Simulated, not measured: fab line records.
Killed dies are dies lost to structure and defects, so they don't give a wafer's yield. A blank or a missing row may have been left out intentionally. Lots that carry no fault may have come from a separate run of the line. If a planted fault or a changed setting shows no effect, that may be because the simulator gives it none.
Matching of chambers ; flow n5_finfet ; 4 sister chambers for N5_DUMMY_GATE_ETCH_23 on rie_si-06
The step etches poly-Si in HBr/Cl2/O2, target depth 41 nm, time 22.3 s. 4 wafers are shown with their chamber, then 9 later ones without.

== WAFERS, EACH WITH ITS CHAMBER ==
wafer;chamber;throttle_valve_pct (%)
L088.6;0;36.7
L091.1;2;37.1
L091.4;1;37.5
L091.5;3;37.1

== WAFERS WHOSE CHAMBER IS MISSING ==
wafer;throttle_valve_pct (%)
L094.1;37.1
L094.2;37.1
L094.6;36.7
L095.1;36.7
L095.5;36.7
L095.6;37.1
L097.1;37.2
L097.3;36.7
L097.5;37.1

== EACH ONE'S CHAMBER ==
wafer;from the rows above;in truth
L094.1;can't be placed: 2 or 3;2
L094.2;can't be placed: 2 or 3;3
L094.6;0;0
L095.1;0;0
L095.5;0;0
L095.6;can't be placed: 2 or 3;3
L097.1;can't be placed: 2 or 3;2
L097.3;0;0
L097.5;can't be placed: 2 or 3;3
Correct placement for 4 of the 9. Can't be placed from these rows: 5 (the true chamber is among the candidates in 5). Number placed wrongly: 0.
How it was worked out, from the rows above alone: a wafer's distance from a chamber is the root of the sum, over the readings, of the square of ((its reading less the chamber's mean) divided by the reading's scatter). If the next closest chamber is less than 2 further off than the closest, the wafer can't be placed; otherwise it belongs to the closest. Each chamber's mean is taken over the wafers shown for it. The scatter: with one shown wafer a chamber, the root of the mean of the squares of how far each hidden wafer lies from its nearest shown one.
